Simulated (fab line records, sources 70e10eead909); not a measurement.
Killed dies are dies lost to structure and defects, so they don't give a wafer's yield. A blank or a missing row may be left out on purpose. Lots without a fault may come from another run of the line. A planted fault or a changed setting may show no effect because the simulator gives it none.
Which tool did it? | flow nand_harc | 6 lots, 18 wafers sampled, at 2 steps of a route of 1159

WHAT THE GAUGES READ, wafer by wafer
NHARC_P_ZERO_WELL_CD_MEAS_24: target cd 720 nm.
lot  | measured    | on        | cd_nm (nm)
L688 | day 2 02:38 | cd_sem-03 | 721.6 721.4 722.6
L691 | day 2 20:30 | cd_sem-02 | 719.8 721.6 721.4
L694 | day 3 14:31 | cd_sem-03 | 721.3 718.3 723.2
L696 | day 4 02:37 | cd_sem-01 | 714.0 714.2 713.9
L706 | day 6 14:43 | cd_sem-01 | 722.2 724.7 723.5
L709 | day 7 08:28 | cd_sem-02 | 721.5 720.6 717.9

WHICH TOOL RAN EACH LOT (tool, then ch and the chambers of the sampled wafers, then the start)
lot  | NHARC_P_ZERO_WELL_EXPOSE_21
L688 | krf_scanner-02 ch 0, day 2 02:29
L691 | krf_scanner-03 ch 0, day 2 20:21
L694 | krf_scanner-03 ch 0, day 3 14:22
L696 | krf_scanner-02 ch 0, day 4 02:27
L706 | krf_scanner-02 ch 0, day 6 14:32
L709 | krf_scanner-02 ch 0, day 7 08:19
- NHARC_P_ZERO_WELL_EXPOSE_21: exposes mask P NWELL, target cd 720 nm.

THE ANSWER, worked out from the rows above alone
Rule: what is usual is taken from the lots themselves. Put in order of their means at a reading, lots are off if they are a third of the lots or fewer, leave a main group of 4 or more, and stand apart from it by a gap of 3 or more times the standard deviation of the main group's means; of several such gaps the widest counts. A main group whose means are all the same, to the digits that the tables above print for the reading, isn't used. A lot without any number at a reading at which 4 lots or more have one is off too. The other lots that the step has rows for count as sound.
Off: L696, at NHARC_P_ZERO_WELL_CD_MEAS_24 (cd_nm). The main group: mean 721.4 nm, standard deviation 1.2.
A tool fits if, at a process step before that reading, it ran every lot that is off, and no sound lot after the first of them. The gauges at NHARC_P_ZERO_WELL_CD_MEAS_24 are tried like those tools. None of those tried fits.

WHAT THE SIMULATOR HAD PUT IN
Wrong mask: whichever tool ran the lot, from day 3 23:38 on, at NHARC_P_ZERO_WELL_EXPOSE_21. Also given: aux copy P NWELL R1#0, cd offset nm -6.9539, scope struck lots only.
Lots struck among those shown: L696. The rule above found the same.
